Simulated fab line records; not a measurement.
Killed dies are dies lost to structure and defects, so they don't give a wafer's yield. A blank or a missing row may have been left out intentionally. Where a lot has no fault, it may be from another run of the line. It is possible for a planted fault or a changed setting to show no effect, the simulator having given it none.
A struck lot beside a sound one	flow n5-finfet	45 steps out of a route of 1938
Sound: wafers L821.3, L821.4, L821.5. Wafers L808.1, L808.2, L808.5 were the ones struck. At the end, the cause is stated.
Each step with rows lists, per side, the tool, then ch with its chambers, then its first start. Under that, the readings that differ: sound wafers	struck wafers	difference of the means	sigmas: that difference in standard deviations of wafers without a fault.
alike: same words and numbers on both sides, and readings whose means sit less than 2 such deviations apart. not compared: any withheld reading, any reading some wafer has no value for, any bound like >300 that may hide the same value, and any number with overlapping values for which the record gives no deviation.
The two part at a step that has a row with sigmas, a row that says differs or no value, or rows on one side only. Numbers that don't overlap but have no deviation are shown without sigmas and don't part them. A reading that every wafer of one side lacks parts them only if that side has two wafers or more.

first, 4 steps without rows for these wafers: N5_MOL_CONTACT_COAG_CVD_140 (deposits W, target thk 66.5 nm, time 215 s); N5_MOL_CONTACT_COAG_PRECLEAN_127 (cleans in DIW, time 57.5 s); N5_MOL_CONTACT_COAG_SRD_128 (dry time 32 s); N5_MOL_CONTACT_COAG_CMP_52 (polishes, stops on SiO2, t overpolish 1.5 s, target thk 66.5 nm).
N5_MOL_CONTACT_COAG_THK_MEAS_53:
  struck on film-metro-01, day 6 17:57; sound on film-metro-01, day 10 04:11
  alike: VIA_MOL_THK
then, 1 step without rows for these wafers: N5_MOL_CONTACT_COAG_ANNEAL_112 (time 1800 s).
N5_MOL_CONTACT_COAG_INSPECT_97: inspects for defects (darkfield).
  struck on defect-inspect-02, day 6 21:01; sound on defect-inspect-01, day 10 07:17
  alike: raw-defect-count
then, 3 steps without rows for these wafers: N5_BEOL_M0_SAQP_PECVD_00 (deposits SiCN from 3MS/NH3, target thk 8 nm, time 14 s); N5_BEOL_M0_SAQP_ILD_DEP_01 (deposits SiOC from DEMS/O2, target thk 45.419 nm, time 8.7 s); N5_BEOL_M0_SAQP_HM_DEP_02 (deposits TiN, target thk 12 nm).
N5_BEOL_M0_SAQP_PECVD_03: deposits SiCN from 3MS/NH3, target thk 12 nm, time 21.1 s.
  sound on pecvd-02 ch 0,1, day 10 09:27; struck on pecvd-04 ch 0,1, day 6 22:05
reading	sound	struck	difference	sigmas
rf-fwd-power-W (W)	197.5 199.6 196.2	201.2 199.2 200.1	+2.4	+2
  alike: chamber-pressure-Torr, showerhead-plenum-p-Torr, throttle-valve-pct
N5_BEOL_M0_SAQP_PECVD_96: deposits a-Si from SiH4/He, target thk 45 nm, time 45.2 s.
  sound on pecvd-02 ch 0,1, day 10 09:28; struck on pecvd-04 ch 0,1, day 6 22:07
  no value came back on the struck wafers for any of 5 readings (chamber-pressure-Torr (Torr), heater-power-outer-w (W) and others); on the sound wafers chamber-pressure-Torr (Torr) reads 2.999 3.002 2.996
N5_BEOL_M0_SAQP_PECVD_97: deposits SiNx from SiH4/NH3/N2, target thk 23 nm, time 19.9 s.
  sound on pecvd-02 ch 0,1, day 10 09:31; struck on pecvd-04 ch 0,1, day 6 22:10
  alike: chamber-pressure-Torr, heater-power-outer-w, heater-power-w, showerhead-plenum-p-Torr, throttle-valve-pct
then, 1 step without rows for these wafers: N5_BEOL_M0_SAQP_PECVD_04 (deposits a-Si from SiH4/He, target thk 60 nm, time 60.2 s).
N5_BEOL_M0_SAQP_THK_MEAS_05:
  struck on film-metro-02, day 6 22:17; sound on film-metro-01, day 10 09:40
  alike: thk-nm
then, 9 steps without rows for these wafers: N5_BEOL_M0_SAQP_HM_DEP_111 (deposits SiO2 from SiH4/N2O, target thk 12 nm, time 7.2 s); N5_BEOL_M0_SAQP_COAT_81 (time 60 s, resist thk 100 nm); N5_BEOL_M0_SAQP_COAT_82 (time 60 s, resist thk 30 nm); N5_BEOL_M0_SAQP_COAT_08 (resist thk 90 nm); N5_BEOL_M0_SAQP_EBR_10; N5_BEOL_M0_SAQP_SOFTBAKE_09 (time 60 s); N5_BEOL_M0_SAQP_EXPOSE_11 (exposes mask M0 CORE, target cd 42 nm); N5_BEOL_M0_SAQP_PEB_12 (peb time 60 s); N5_BEOL_M0_SAQP_DEVELOP_13 (develop time 30 s).
N5_BEOL_M0_SAQP_CD_MEAS_14: the cd target is 42.5 nm.
  sound on cd-sem-01 ch 0, day 10 10:08; struck on cd-sem-02 ch 0, day 6 22:39
  alike: cd-nm
N5_BEOL_M0_SAQP_OVL_MEAS_15:
  sound on overlay-01 ch 0, day 10 10:10; struck on overlay-01 ch 0, day 6 22:41
  alike: M0_CORE_OVL
N5_BEOL_M0_SAQP_INSPECT_16: inspects for defects (brightfield).
  struck on defect-inspect-01, day 6 22:43; sound on defect-inspect-02, day 10 10:11
  alike: raw-defect-count
then, 1 step without rows for these wafers: N5_BEOL_M0_SAQP_DESCUM_19 (chemistry O2, time 7.9 s).
N5_BEOL_M0_SAQP_ETCH_83: etches SiARC in CF4, target depth 39 nm, time 65 s.
  sound on rie-diel-01 ch 0,1,3, day 10 10:17; struck on rie-diel-03 ch 0,3, day 6 22:47
  alike: drypump-motor-current-A, etch-rf-on-time-s, oes-product-au, rf-vpp-V, showerhead-plenum-p-Torr, throttle-valve-pct
  not compared: rf-hours-counter-h
then, 4 steps without rows for these wafers: N5_BEOL_M0_SAQP_ETCH_84 (etches SOC in N2/H2, target depth 100 nm, overetch 20 nm, time 150 s); N5_BEOL_M0_SAQP_STRIP_80 (strips in N2/H2); N5_BEOL_M0_SAQP_HM_OPEN_112 (chemistry CHF3/O2, target SiO2, stops on a-Si, target depth 12 nm, time 13.5 s); N5_BEOL_M0_SAQP_STRIP_113 (strips in CHF3/O2).
N5_BEOL_M0_SAQP_MANDREL_ETCH_20: etches a-Si in HBr/Cl2, stops on SiNx, target depth 60 nm, bt time 10 s, time 30 s.
  sound on rie-si-06 ch 2,3, day 10 10:31; struck on rie-si-05 ch 0,1,2, day 6 23:01
  alike: drypump-motor-current-A, oes-product-au, throttle-valve-pct
  not compared: rf-hours-counter-h
then, 4 steps without rows for these wafers: N5_BEOL_M0_SAQP_STRIP_86 (strips in N2/H2); N5_BEOL_M0_SAQP_STRIP_115 (strips in post etch residue remover, time 60 s); N5_BEOL_M0_SAQP_SRD_93 (time 30 s); N5_BEOL_M0_SAQP_RECESS_114 (chemistry HF/NH3, target SiO2, target depth 14.4 nm, afs cycles 3, sublimation time 60 s).
N5_BEOL_M0_SAQP_SPACER1_ALD_98: deposits SiO2, target thk 12.8 nm, pulse time 1 s, purge time 2 s.
  sound on ald-sin-04 ch 0,1,3, day 10 12:30; struck on ald-sin-02 ch 0,3, day 6 23:38
  alike: heater-power-w, precursor-pulse-height-rel
then, 2 steps without rows for these wafers: N5_BEOL_M0_SAQP_SPACER1_ETCHBACK_99 (etches SiO2 in CHF3/O2, target depth 15.4 nm, time 7.7 s); N5_BEOL_M0_SAQP_MANDREL1_REMOVE_100 (chemistry HBr/Cl2/O2, target a-Si, stops on SiNx, bt time 10 s).
N5_BEOL_M0_SAQP_MANDREL_ETCH_103: etches a-Si in HBr/Cl2, stops on SiCN, target depth 45 nm, bt time 10 s, time 27 s.
  sound on rie-si-02 ch 0,1,3, day 10 13:24; struck on rie-si-02 ch 1,3, day 7 00:30
reading	sound	struck	difference	sigmas
oes-product-au (a.u.)	0.700 0.691 0.670	0.287 0.280 0.277	-0.406	-31
throttle-valve-pct (%)	35.0 35.4 35.3	35.8 36.2 36.2	+0.8	+3
model.etch.depth-nm (nm)	45.22 45.6 45.61	0 0 0	-45	
  alike: drypump-motor-current-A
  not compared: rf-hours-counter-h
N5_BEOL_M0_SAQP_MANDREL2_REMOVE_110: chemistry HBr/Cl2/O2, target a-Si, stops on SiCN, bt time 10 s.
  sound on rie-si-02 ch 1,2,3, day 10 15:13; struck on rie-si-06 ch 0,1,3, day 7 02:03
reading	sound	struck	difference	sigmas
model.BEOL_M0_SAQP.cd-nm (nm)	15 14.8 14.8	13 12.8 12.8	-2	
  alike: drypump-motor-current-A, oes_o_777_au, oes-product-au, throttle-valve-pct
  not compared: rf-hours-counter-h
N5_BEOL_M0_SAQP_CD_MEAS_29: the cd target is 14.4 nm.
  sound on cd-sem-02 ch 0, day 10 15:20; struck on cd-sem-01 ch 0, day 7 02:10
reading	sound	struck	difference	sigmas
cd-nm (nm)	14.96 15.10 14.81	- - -	no value on the struck wafers	
N5_BEOL_M4_RC_MEAS_101:
  the record has rows for the sound wafers here (prober-02 ch 0, day 12 23:04) and none for the struck ones

## WHERE THEY PART
At N5_BEOL_M0_SAQP_PECVD_03 first; at N5_BEOL_M4_RC_MEAS_101 last (within this record only).

WHY: whatever the simulator had introduced
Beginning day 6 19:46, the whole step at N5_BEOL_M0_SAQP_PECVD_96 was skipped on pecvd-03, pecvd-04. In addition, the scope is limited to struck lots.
